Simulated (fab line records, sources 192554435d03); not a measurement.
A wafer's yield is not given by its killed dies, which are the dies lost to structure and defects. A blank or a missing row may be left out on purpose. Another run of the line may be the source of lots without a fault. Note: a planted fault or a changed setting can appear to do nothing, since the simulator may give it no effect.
Which tool was responsible? | flow n5-finfet | Sampling: 11 lots, 33 wafers, 2 of 1938 route steps

## WHAT EACH GAUGE READ, for each wafer
N5_BEOL_M13_RS_MEAS_54: measurement is done with a four-point probe.
lot  | measured     | on            | M13_RS (ohm/sq)
L814 | day 13 07:11 | film-metro-01 | 0.0461 0.0452 0.0452
L815 | day 13 10:26 | film-metro-01 | 0.0443 0.0447 0.0457
L817 | day 13 21:38 | film-metro-02 | 0.0463 0.0450 0.0463
L818 | day 14 12:22 | film-metro-02 | 0.0441 0.0447 0.0456
L823 | day 14 21:23 | film-metro-02 | 0.0469 0.0454 0.0454
L826 | day 16 02:22 | film-metro-01 | 0.0444 0.0456 0.0443
L828 | day 16 20:13 | film-metro-01 | 0.0440 0.0440 0.0448
L830 | day 17 06:42 | film-metro-01 | 0.0446 0.0441 0.0455
L831 | day 17 07:36 | film-metro-01 | 0.0445 0.0452 0.0452
L829 | day 17 08:25 | film-metro-02 | 0.0450 0.0458 0.0453
L834 | day 18 14:40 | film-metro-01 | 0.0447 0.0452 0.0450

## WHICH TOOL RAN EACH LOT (tool, then ch and the chambers of the sampled wafers, then the start)
lot  | N5_BEOL_M13_ETCH_38
L814 | rie-diel-03 ch 0,3, day 13 05:11
L815 | rie-diel-06 ch 0,1,2, day 13 08:45
L817 | rie-diel-01 ch 1,3, day 13 20:02
L818 | rie-diel-06 ch 0,2, day 14 08:07
L823 | rie-diel-01 ch 0,3, day 14 17:47
L826 | rie-diel-03 ch 1,2,3, day 15 23:19
L828 | rie-diel-01 ch 1,3, day 16 17:52
L830 | rie-diel-03 ch 0,3, day 17 04:40
L831 | rie-diel-01 ch 0,2,3, day 17 05:38
L829 | rie-diel-01 ch 1,2, day 17 06:13
L834 | rie-diel-03 ch 2,3, day 18 12:52
- N5_BEOL_M13_ETCH_38: etches SiCN in CF4/N2, target depth 67.5 nm, time 71.9 s.

## THE ANSWER, worked out from the rows above alone
Rule: what is usual is taken from the lots themselves. The widest of any qualifying gaps counts: lots, ordered by their means at a reading, are off when they make up no more than a third of the lots, leave a main group of 4 or more, and stand apart from it by 3 or more times the standard deviation of that group's means. Not used: any main group whose means are identical at the precision the tables above print for the reading. Also off: a lot with no number at a reading for which 4 or more lots have one. The other lots that the step has rows for count as sound.
Nothing can be told from this: no lot is off at any reading shown.

## WHAT THE SIMULATOR HAD PUT IN
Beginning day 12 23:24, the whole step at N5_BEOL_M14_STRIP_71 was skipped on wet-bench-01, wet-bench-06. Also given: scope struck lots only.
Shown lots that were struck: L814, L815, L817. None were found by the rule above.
